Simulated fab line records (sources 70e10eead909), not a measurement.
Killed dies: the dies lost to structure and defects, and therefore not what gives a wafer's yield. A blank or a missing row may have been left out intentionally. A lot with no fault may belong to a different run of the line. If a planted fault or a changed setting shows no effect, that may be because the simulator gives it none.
What tool caused it? -- flow nand harc -- Sampling: 24 lots, 72 wafers, 5 of 1302 route steps

## WHAT EACH GAUGE READ, for each wafer
NHARC_P_M2_THK_MEAS_24: measures by xrf. Usual: thk nm at 144.2 nm, with a standard deviation of 1.6.
lot,measured,on,thk nm (nm),flag
L074,day 6 21:38,film metro-02,144.7 143.7 144.2,
L075,day 6 23:11,film metro-01,145.5 144.5 145.3,
L076,day 7 13:01,film metro-02,146.6 145.0 146.1,
L077,day 7 18:25,film metro-01,142.5 144.2 143.1,
L078,day 8 05:16,film metro-01,141.9 144.1 143.5,
L079,day 8 18:36,film metro-01,144.4 144.9 143.1,
L080,day 8 19:30,film metro-02,145.0 143.3 143.4,
L081,day 9 07:50,film metro-02,143.9 139.9 143.7,
L082,day 9 21:02,film metro-02,145.7 144.5 143.0,
L083,day 10 09:24,film metro-02,142.4 146.7 144.0,
L084,day 10 15:47,film metro-01,143.6 146.1 141.7,
L085,day 11 01:56,film metro-01,144.1 145.2 143.1,
L086,day 11 10:10,film metro-01,143.5 144.1 146.1,
L087,day 11 20:22,film metro-02,143.6 145.4 144.7,
L088,day 12 13:01,film metro-01,144.4 145.2 142.4,
L089,day 12 16:33,film metro-01,143.8 144.6 142.4,
L090,day 13 04:50,film metro-01,143.0 145.2 143.5,
L091,day 13 14:49,film metro-01,147.5 144.3 143.9,
L092,day 14 02:09,film metro-01,142.9 145.2 141.5,
L093,day 14 06:21,film metro-01,145.5 143.4 145.7,
L094,day 15 00:56,film metro-02,144.7 145.3 145.0,
L095,day 15 02:01,film metro-01,142.5 142.9 143.0,
L096,day 15 22:31,film metro-02,144.6 147.3 143.3,
L097,day 16 06:17,film metro-02,143.1 146.2 144.1,

NHARC_A_ONON_D1_THK_MEAS_21: measures by ellipsometry. Usual: thk nm at 1003 nm, with a standard deviation of 9.4.
lot,measured,on,thk nm (nm),flag
L074,day 8 11:51,film metro-02,1006 1005 1005,
L075,day 8 11:51,film metro-01,1008 1007 1004,
L076,day 9 06:12,film metro-01,1006 1004 1005,
L077,day 9 06:12,film metro-02,1008 1008 1007,
L078,day 9 23:12,film metro-02,992 991 991,
L079,day 10 11:34,film metro-01,1008 1007 1007,
L080,day 10 11:34,film metro-02,998 996 998,
L081,day 11 08:30,film metro-01,987 987 990,
L082,day 11 14:05,film metro-01,1004 1006 1005,
L083,day 12 03:34,film metro-01,995 993 995,
L084,day 12 09:22,film metro-01,1027 1026 1027,
L085,day 12 20:38,film metro-01,1001 1002 1002,
L086,day 13 00:07,film metro-01,1002 1001 1001,
L087,day 13 11:10,film metro-02,1004 1006 1003,
L088,day 14 05:43,film metro-01,997 996 997,
L089,day 14 05:44,film metro-02,1013 1012 1013,
L090,day 14 21:25,film metro-02,1005 1006 1006,
L091,day 15 09:24,film metro-01,1010 1011 1009,
L092,day 15 18:32,film metro-01,1009 1009 1008,
L093,day 15 18:32,film metro-02,1010 1010 1009,
L094,day 16 17:16,film metro-01,1009 1009 1011,
L095,day 16 17:17,film metro-01,994 994 996,
L096,day 17 15:08,film metro-02,981 980 981,
L097,day 17 23:03,film metro-01,992 991 991,

## WHAT TOOL EACH LOT RAN ON (gives the tool, then ch and the chambers of the sampled wafers, and finally the start)
lot,NHARC_P_M2_PRE_CLEAN_30,NHARC_P_BONDPAD_CMP_19,NHARC_A_ZERO_WELL_ETCH_19
L074,"pvd sputter-02, day 6 21:38 or earlier","cmp-03 ch 0,2,3, day 7 01:56","rie diel-11 ch 0,1, day 7 04:07"
L075,"pvd sputter-01, day 6 23:11 or earlier","cmp-02 ch 1,2,3, day 7 03:49","rie diel-11 ch 0,3, day 7 05:53"
L076,"pvd sputter-01, day 7 13:01 or earlier","cmp-01 ch 0,1,3, day 7 17:19","rie diel-05 ch 0,1,3, day 7 19:28"
L077,"pvd sputter-01, day 7 18:25 or earlier","cmp-03 ch 0,2,3, day 7 22:41","rie diel-05 ch 1,2, day 8 00:35"
L078,"pvd sputter-02, day 8 05:16 or earlier","cmp-02 ch 0,2, day 8 09:43","rie diel-05 ch 1,2, day 8 11:50"
L079,"pvd sputter-01, day 8 18:36 or earlier","cmp-03 ch 0,2, day 8 22:53","rie diel-05 ch 0,2,3, day 9 00:50"
L080,"pvd sputter-01, day 8 19:30 or earlier","cmp-03 ch 0,1, day 8 23:45","rie diel-06 ch 2,3, day 9 01:53"
L081,"pvd sputter-02, day 9 07:50 or earlier","cmp-02 ch 0,3, day 9 12:03","rie diel-05 ch 0,1,2, day 9 14:10"
L082,"pvd sputter-03, day 9 21:02 or earlier","cmp-02 ch 0,1, day 10 01:13","rie diel-05 ch 0,1, day 10 03:19"
L083,"pvd sputter-03, day 10 09:24 or earlier","cmp-01 ch 0,1,3, day 10 13:31","rie diel-11 ch 0,1,2, day 10 15:42"
L084,"pvd sputter-03, day 10 15:47 or earlier","cmp-01 ch 0,2,3, day 10 19:57","rie diel-11 ch 0,1,2, day 10 22:04"
L085,"pvd sputter-03, day 11 01:56 or earlier","cmp-01 ch 0,1, day 11 06:17","rie diel-11 ch 2,3, day 11 08:23"
L086,"pvd sputter-03, day 11 10:10 or earlier","cmp-02 ch 2,3, day 11 14:16","rie diel-05 ch 0,1, day 11 16:17"
L087,"pvd sputter-02, day 11 20:22 or earlier","cmp-02 ch 1,3, day 12 00:35","rie diel-05 ch 0,2,3, day 12 02:39"
L088,"pvd sputter-01, day 12 13:01 or earlier","cmp-02 ch 1,2, day 12 17:22","rie diel-05 ch 1,2, day 12 19:25"
L089,"pvd sputter-03, day 12 16:33 or earlier","cmp-03 ch 0,2,3, day 12 20:45","rie diel-05 ch 0,1,3, day 12 22:48"
L090,"pvd sputter-03, day 13 04:50 or earlier","cmp-03 ch 1,2,3, day 13 09:01","rie diel-05 ch 0,1,3, day 13 11:00"
L091,"pvd sputter-03, day 13 14:49 or earlier","cmp-02 ch 0,2,3, day 13 18:52","rie diel-11 ch 0,2,3, day 13 20:58"
L092,"pvd sputter-01, day 14 02:09 or earlier","cmp-03 ch 0,2,3, day 14 06:17","rie diel-05 ch 1,2,3, day 14 08:23"
L093,"pvd sputter-01, day 14 06:21 or earlier","cmp-01 ch 0,3, day 14 10:31","rie diel-05 ch 0,1,3, day 14 12:36"
L094,"pvd sputter-01, day 15 00:56 or earlier","cmp-02 ch 1,2,3, day 15 05:16","rie diel-05 ch 1,2,3, day 15 07:22"
L095,"pvd sputter-02, day 15 02:01 or earlier","cmp-01 ch 0,1,3, day 15 06:13","rie diel-11 ch 1,2,3, day 15 08:10"
L096,"pvd sputter-01, day 15 22:31 or earlier","cmp-03 ch 1,2,3, day 16 02:33","rie diel-05 ch 0,2,3, day 16 04:40"
L097,"pvd sputter-01, day 16 06:17 or earlier","cmp-01 ch 0,1, day 16 10:29","rie diel-11 ch 2,3, day 16 12:35"
- NHARC_P_M2_PRE_CLEAN_30: time 30 s.
- NHARC_P_BONDPAD_CMP_19: polishes, t overpolish 30 s, cu recess touch 16 s, target thk 160.81 nm.
- NHARC_A_ZERO_WELL_ETCH_19: etches the open film in N2/H2, target depth 80 nm, overetch 24 nm, time 87.88 s.

## WHAT THE TOOLS THEMSELVES READ (means of the sampled wafers that have a number; where no wafer has one, the mark that the record gives instead)
NHARC_P_M2_PRE_CLEAN_30. Usual: heater power w at 414 W, with a standard deviation of 38.
lot,tool,heater power w (W),flag
L074,pvd sputter-02,414,
L075,pvd sputter-01,404,
L076,pvd sputter-01,395,
L077,pvd sputter-01,423,
L078,pvd sputter-02,409,
L079,pvd sputter-01,458,
L080,pvd sputter-01,423,
L081,pvd sputter-02,385,
L082,pvd sputter-03,427,
L083,pvd sputter-03,429,
L084,pvd sputter-03,417,
L085,pvd sputter-03,431,
L086,pvd sputter-03,450,
L087,pvd sputter-02,388,
L088,pvd sputter-01,419,
L089,pvd sputter-03,446,
L090,pvd sputter-03,422,
L091,pvd sputter-03,424,
L092,pvd sputter-01,414,
L093,pvd sputter-01,370,
L094,pvd sputter-01,406,
L095,pvd sputter-02,396,
L096,pvd sputter-01,394,
L097,pvd sputter-01,380,

NHARC_P_BONDPAD_CMP_19. Usual: motor current A 11.8 A, standard deviation 1.3; overpolish run s 30.000 s, standard deviation 0.0092.
lot,tool,motor current A (A),overpolish run s (s),flag
L074,cmp-03,11.6,29.987,
L075,cmp-02,12.7,29.999,
L076,cmp-01,11.7,30.000,
L077,cmp-03,12.0,29.999,
L078,cmp-02,10.8,30.003,
L079,cmp-03,12.9,29.998,
L080,cmp-03,12.4,30.005,
L081,cmp-02,11.5,30.008,
L082,cmp-02,11.6,29.999,
L083,cmp-01,12.0,30.011,
L084,cmp-01,11.8,30.000,
L085,cmp-01,12.9,30.009,
L086,cmp-02,12.2,30.001,
L087,cmp-02,13.3,29.996,
L088,cmp-02,12.4,30.005,
L089,cmp-03,11.7,30.001,
L090,cmp-03,10.9,30.000,
L091,cmp-02,11.6,29.999,
L092,cmp-03,11.9,29.998,
L093,cmp-01,12.7,29.990,
L094,cmp-02,12.8,30.001,
L095,cmp-01,11.8,30.003,
L096,cmp-03,10.7,30.001,
L097,cmp-01,12.3,30.004,

NHARC_A_ZERO_WELL_ETCH_19. Usual: drypump motor current A 5.8 A, standard deviation 0.47; oes product au 1.001 a.u., standard deviation 0.0092; rf vpp V 430.4 V, standard deviation 2.4; showerhead plenum p Torr 2.04 Torr, standard deviation 0.085; throttle valve pct 14.173 %, standard deviation 0.0091.
lot,tool,drypump motor current A (A),oes product au (a.u.),rf vpp V (V),showerhead plenum p Torr (Torr),throttle valve pct (%),flag
L074,rie diel-11,5.9,0.996,429.0,2.00,14.169,
L075,rie diel-11,6.1,1.016,428.8,1.97,14.167,
L076,rie diel-05,6.0,1.001,432.2,2.12,14.165,
L077,rie diel-05,5.3,1.009,430.8,2.02,14.179,
L078,rie diel-05,5.3,1.006,430.3,2.02,14.183,
L079,rie diel-05,5.8,0.996,431.0,2.06,14.162,
L080,rie diel-06,6.1,0.987,430.5,2.03,14.167,
L081,rie diel-05,5.5,0.999,431.2,2.09,14.172,
L082,rie diel-05,5.8,1.002,433.8,2.15,14.185,
L083,rie diel-11,5.8,1.002,429.2,1.97,14.170,
L084,rie diel-11,5.8,1.000,428.5,1.97,14.179,
L085,rie diel-11,5.9,1.009,429.3,1.98,14.179,
L086,rie diel-05,5.7,1.002,433.9,2.16,14.166,
L087,rie diel-05,5.8,1.005,431.7,2.06,14.171,
L088,rie diel-05,5.6,1.005,431.5,2.08,14.173,
L089,rie diel-05,6.0,0.998,432.0,2.12,14.179,
L090,rie diel-05,6.0,0.993,432.2,2.12,14.171,
L091,rie diel-11,5.9,1.003,427.4,1.96,14.177,
L092,rie diel-05,5.8,0.998,430.9,2.05,14.180,
L093,rie diel-05,6.0,0.999,432.3,2.12,14.174,
L094,rie diel-05,5.8,0.995,430.6,2.05,14.162,
L095,rie diel-11,5.9,1.004,428.4,1.99,14.172,
L096,rie diel-05,5.8,0.995,431.1,2.06,14.176,
L097,rie diel-11,5.9,1.009,429.3,1.97,14.168,

## THE ANSWER, worked out from the rows above alone
Rule: take the mean of a lot's wafers that have a number; if it is more than 3 standard deviations from the usual mean, the lot is off. A lot without any number at a reading at which 4 lots or more have one is off too. Where the step has rows for the other lots, those lots are counted as sound. After the gauges, taken in route order, come the tools' own readings; for these a lot's mean is taken, as printed above. At the first step where some lot is off, the reading lying furthest off is the one used; lots without a number count as furthest.
No lot is off on any of the readings shown, so nothing can be concluded from this.

## WHAT WAS PUT IN BY THE SIMULATOR
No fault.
